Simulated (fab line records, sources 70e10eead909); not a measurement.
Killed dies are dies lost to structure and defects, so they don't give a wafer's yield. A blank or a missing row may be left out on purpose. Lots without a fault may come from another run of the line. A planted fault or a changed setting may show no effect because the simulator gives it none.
Which tool did it? | flow nand_harc | 24 lots, 72 wafers sampled, at 4 steps of a route of 1159

WHAT THE GAUGES READ, wafer by wafer
NHARC_P_ZERO_WELL_CD_MEAS_11: target cd 500 nm. Usual: cd_nm 500.0 nm, standard deviation 1.4.
lot  | measured    | on        | cd_nm (nm)        | flag
L074 | day 1 13:07 | cd_sem-02 | 501.5 502.0 501.8 |
L075 | day 1 19:15 | cd_sem-02 | 500.8 500.0 502.3 |
L076 | day 2 01:14 | cd_sem-02 | 499.6 501.6 501.1 |
L077 | day 2 07:14 | cd_sem-01 | 499.9 502.0 500.6 |
L078 | day 2 13:14 | cd_sem-03 | 501.4 501.6 502.3 |
L079 | day 2 19:08 | cd_sem-02 | 500.7 502.8 498.7 |
L080 | day 3 01:07 | cd_sem-01 | 501.5 500.0 500.0 |
L081 | day 3 07:15 | cd_sem-01 | 498.2 498.5 501.1 |
L082 | day 3 13:14 | cd_sem-03 | 499.0 498.5 500.5 |
L083 | day 3 19:19 | cd_sem-02 | 498.9 498.2 500.0 |
L084 | day 4 01:08 | cd_sem-02 | 500.5 500.4 500.5 |
L085 | day 4 07:07 | cd_sem-03 | 499.9 500.1 499.1 |
L086 | day 4 13:15 | cd_sem-03 | 500.2 499.7 499.1 |
L087 | day 4 19:23 | cd_sem-03 | 499.2 499.9 499.4 |
L088 | day 5 01:14 | cd_sem-01 | 500.3 499.5 501.1 |
L089 | day 5 07:09 | cd_sem-03 | 498.1 501.1 501.1 |
L090 | day 5 13:11 | cd_sem-02 | 499.9 499.5 500.7 |
L091 | day 5 19:07 | cd_sem-02 | 499.5 499.5 498.3 |
L092 | day 6 01:19 | cd_sem-03 | 496.8 497.9 497.3 |
L093 | day 6 07:07 | cd_sem-01 | 499.7 499.8 499.3 |
L094 | day 6 13:14 | cd_sem-03 | 496.4 496.9 498.5 |
L095 | day 6 19:16 | cd_sem-03 | 500.5 499.2 499.6 |
L096 | day 7 01:14 | cd_sem-01 | 498.0 499.6 500.6 |
L097 | day 7 07:14 | cd_sem-01 | 500.8 500.9 502.2 |

NHARC_P_STI_CD_MEAS_09: target cd 200 nm. Usual: cd_nm 199.4 nm, standard deviation 1.7.
lot  | measured    | on        | cd_nm (nm)        | flag
L074 | day 2 08:23 | cd_sem-03 | 198.8 197.3 198.1 |
L075 | day 2 20:13 | cd_sem-01 | 202.3 199.1 199.1 |
L076 | day 2 20:02 | cd_sem-01 | 198.2 199.4 195.8 |
L077 | day 3 05:27 | cd_sem-03 | 198.8 199.0 200.8 |
L078 | day 3 10:50 | cd_sem-01 | 198.0 200.2 197.5 |
L079 | day 3 17:38 | cd_sem-03 | 199.1 200.2 196.7 |
L080 | day 4 02:08 | cd_sem-03 | 199.8 199.3 197.9 |
L081 | day 4 01:59 | cd_sem-02 | 196.9 197.1 201.2 |
L082 | day 4 11:12 | cd_sem-03 | 199.2 197.6 197.8 |
L083 | day 4 17:31 | cd_sem-03 | 198.8 199.9 200.2 |
L084 | day 4 23:58 | cd_sem-01 | 200.4 198.0 202.2 |
L085 | day 5 07:04 | cd_sem-01 | 198.2 199.5 199.3 |
L086 | day 5 14:43 | cd_sem-01 | 201.3 199.7 202.5 |
L087 | day 5 14:44 | cd_sem-01 | 197.1 197.8 195.1 |
L088 | day 5 22:55 | cd_sem-03 | 201.7 201.7 203.7 |
L089 | day 6 07:01 | cd_sem-02 | 200.1 201.4 201.3 |
L090 | day 6 10:53 | cd_sem-01 | 198.8 199.0 198.8 |
L091 | day 6 17:29 | cd_sem-03 | 200.9 201.1 200.7 |
L092 | day 6 23:12 | cd_sem-01 | 199.1 199.2 200.2 |
L093 | day 7 05:37 | cd_sem-02 | 200.1 196.3 199.7 |
L094 | day 7 11:38 | cd_sem-02 | 197.7 198.4 198.4 |
L095 | day 7 18:21 | cd_sem-01 | 198.9 200.6 202.0 |
L096 | day 8 02:49 | cd_sem-01 | 200.8 200.7 199.8 |
L097 | day 8 02:39 | cd_sem-03 | 200.6 200.7 198.2 |

NHARC_P_GATE_OVL_MEAS_27. Usual: overlay_x_nm 0.0 nm, standard deviation 0.74; overlay_y_nm -0.3 nm, standard deviation 0.79.
lot  | measured     | on         | overlay_x_nm (nm) | overlay_y_nm (nm) | flag
L074 | day 4 11:17  | overlay-02 | 0.5 0.1 0.5       | 0.3 -0.1 0.0      |
L075 | day 4 23:55  | overlay-02 | -0.3 0.5 0.8      | -0.4 -0.8 -0.8    |
L076 | day 5 00:26  | overlay-01 | 0.2 -0.1 0.4      | -1.3 -0.8 -1.3    |
L077 | day 5 07:02  | overlay-01 | 0.8 0.5 0.8       | 0.7 0.3 0.5       |
L078 | day 6 03:29  | overlay-02 | 0.3 0.0 0.6       | -0.9 -0.6 -0.8    |
L079 | day 6 06:01  | overlay-02 | 1.0 1.4 1.1       | 1.0 0.7 1.1       |
L080 | day 6 14:37  | overlay-01 | -0.2 -0.9 -0.3    | 0.0 0.1 -0.4      |
L081 | day 6 14:28  | overlay-02 | -0.4 -1.2 -1.0    | 0.0 -0.4 -0.2     |
L082 | day 6 20:42  | overlay-02 | -0.7 -0.8 -0.2    | -0.9 -0.8 -1.1    |
L083 | day 6 21:20  | overlay-01 | 0.3 0.4 0.7       | -0.8 -1.1 -1.2    |
L084 | day 7 07:35  | overlay-01 | 0.2 -0.3 0.2      | -0.2 -0.5 0.0     |
L085 | day 7 22:39  | overlay-01 | -0.9 -0.3 -0.3    | 0.1 0.3 0.5       |
L086 | day 7 23:18  | overlay-01 | -1.9 -1.1 -1.2    | 1.2 1.4 1.1       |
L087 | day 7 22:33  | overlay-01 | 0.9 0.7 0.6       | -0.5 -0.6 -0.1    |
L088 | day 7 23:11  | overlay-02 | 0.6 1.1 0.5       | -0.8 -0.6 -0.3    |
L089 | day 8 17:39  | overlay-02 | 0.5 1.5 1.2       | 0.1 -0.3 -0.4     |
L090 | day 8 17:29  | overlay-01 | -0.6 -0.4 -0.6    | 0.0 -0.3 -0.7     |
L091 | day 9 01:10  | overlay-02 | -0.7 -0.2 0.1     | 0.7 1.2 0.9       |
L092 | day 9 04:43  | overlay-02 | -0.3 0.1 -0.2     | -0.5 -0.9 -0.9    |
L093 | day 9 05:08  | overlay-02 | -0.3 -0.2 0.2     | -0.7 -0.4 -0.6    |
L094 | day 9 17:09  | overlay-01 | -1.4 -1.2 -0.8    | -1.3 -1.1 -1.0    |
L095 | day 9 20:38  | overlay-02 | 0.6 0.5 0.6       | -1.1 -0.7 -1.3    |
L096 | day 10 04:20 | overlay-02 | -1.0 -0.7 -0.5    | -1.2 -1.2 -1.2    |
L097 | day 10 04:10 | overlay-01 | 0.6 0.8 0.5       | -1.9 -2.0 -1.3    |

WHICH TOOL RAN EACH LOT (tool, then ch and the chambers of the sampled wafers, then the start)
lot  | NHARC_P_ZERO_WELL_ETCH_63
L074 | rie_si-02 ch 0,1,2, day 1 13:40
L075 | rie_si-01 ch 1,3, day 1 19:42
L076 | rie_si-02 ch 2,3, day 2 01:40
L077 | rie_si-02 ch 0,1,2, day 2 07:39
L078 | rie_si-06 ch 0,1,2, day 2 13:40
L079 | rie_si-02 ch 0,1,3, day 2 19:34
L080 | rie_si-02 ch 0,1,3, day 3 01:33
L081 | rie_si-02 ch 0,2,3, day 3 07:42
L082 | rie_si-02 ch 0,2,3, day 3 13:40
L083 | rie_si-01 ch 0,1,3, day 3 19:48
L084 | rie_si-02 ch 0,2,3, day 4 01:35
L085 | rie_si-06 ch 1,3, day 4 07:32
L086 | rie_si-06 ch 0,3, day 4 13:40
L087 | rie_si-02 ch 1,2,3, day 4 20:02
L088 | rie_si-01 ch 0,1,2, day 5 01:40
L089 | rie_si-02 ch 2,3, day 5 07:36
L090 | rie_si-06 ch 0,2,3, day 5 13:37
L091 | rie_si-01 ch 0,1,2, day 5 19:32
L092 | rie_si-01 ch 0,1,3, day 6 01:44
L093 | rie_si-06 ch 0,3, day 6 07:32
L094 | rie_si-02 ch 0,1, day 6 13:40
L095 | rie_si-01 ch 0,1, day 6 19:41
L096 | rie_si-01 ch 2,3, day 7 01:40
L097 | rie_si-06 ch 0,1,3, day 7 07:40
- NHARC_P_ZERO_WELL_ETCH_63: etches the open film in HBr/Cl2, target depth 120 nm, time 40.1 s.

WHAT THE TOOLS THEMSELVES READ (means of the sampled wafers that have a number; where no wafer has one, the mark that the record gives instead)
NHARC_P_ZERO_WELL_ETCH_63. Usual: chamber_pressure_mTorr 15.000 mTorr, standard deviation 0.014; drypump_motor_current_A 5.8 A, standard deviation 0.56; oes_product_au 0.998 a.u., standard deviation 0.0068; throttle_valve_pct 26.404 %, standard deviation 0.008.
lot  | tool      | chamber_pressure_mTorr (mTorr) | drypump_motor_current_A (A) | oes_product_au (a.u.) | throttle_valve_pct (%) | flag
L074 | rie_si-02 | 15.004                         | 6.0                         | 1.007                 | 26.405                 |
L075 | rie_si-01 | 15.007                         | 5.1                         | 0.991                 | 26.414                 |
L076 | rie_si-02 | 15.003                         | 5.5                         | 1.003                 | 26.410                 |
L077 | rie_si-02 | 15.004                         | 6.1                         | 1.000                 | 26.403                 |
L078 | rie_si-06 | 15.018                         | 5.9                         | 1.004                 | 26.406                 |
L079 | rie_si-02 | 15.009                         | 5.8                         | 0.995                 | 26.410                 |
L080 | rie_si-02 | 15.000                         | 5.8                         | 1.004                 | 26.407                 |
L081 | rie_si-02 | 14.988                         | 5.7                         | 0.997                 | 26.399                 |
L082 | rie_si-02 | 15.005                         | 5.6                         | 1.000                 | 26.399                 |
L083 | rie_si-01 | 15.007                         | 5.5                         | 0.996                 | 26.395                 |
L084 | rie_si-02 | 14.990                         | 5.6                         | 1.001                 | 26.399                 |
L085 | rie_si-06 | 15.002                         | 5.5                         | 0.997                 | 26.401                 |
L086 | rie_si-06 | 15.005                         | 6.1                         | 0.999                 | 26.394                 |
L087 | rie_si-02 | 14.987                         | 6.0                         | 0.993                 | 26.403                 |
L088 | rie_si-01 | 14.991                         | 5.7                         | 1.001                 | 26.402                 |
L089 | rie_si-02 | 14.999                         | 5.8                         | 0.994                 | 26.401                 |
L090 | rie_si-06 | 15.016                         | 6.2                         | 0.999                 | 26.397                 |
L091 | rie_si-01 | 15.006                         | 5.6                         | 0.994                 | 26.408                 |
L092 | rie_si-01 | 15.004                         | 5.5                         | 0.993                 | 26.406                 |
L093 | rie_si-06 | 14.990                         | 6.1                         | 0.995                 | 26.403                 |
L094 | rie_si-02 | 14.990                         | 6.2                         | 1.005                 | 26.400                 |
L095 | rie_si-01 | 15.006                         | 5.9                         | 0.998                 | 26.401                 |
L096 | rie_si-01 | 14.994                         | 5.4                         | 1.002                 | 26.404                 |
L097 | rie_si-06 | 14.986                         | 5.8                         | 0.997                 | 26.401                 |

THE ANSWER, worked out from the rows above alone
Rule: a lot is off if the mean of its wafers that have a number lies more than 3 standard deviations from the usual mean. A lot without any number at a reading at which 4 lots or more have one is off too. The other lots that the step has rows for count as sound. The gauges are gone through in route order, then the tools' own readings, and for those a lot's mean is taken as printed above. The first step at which some lot is off is used, and at that step the reading that is off furthest; a lot without a number counts as furthest.
No lot is off at any reading shown: from this, nothing can be told.

WHAT THE SIMULATOR HAD PUT IN
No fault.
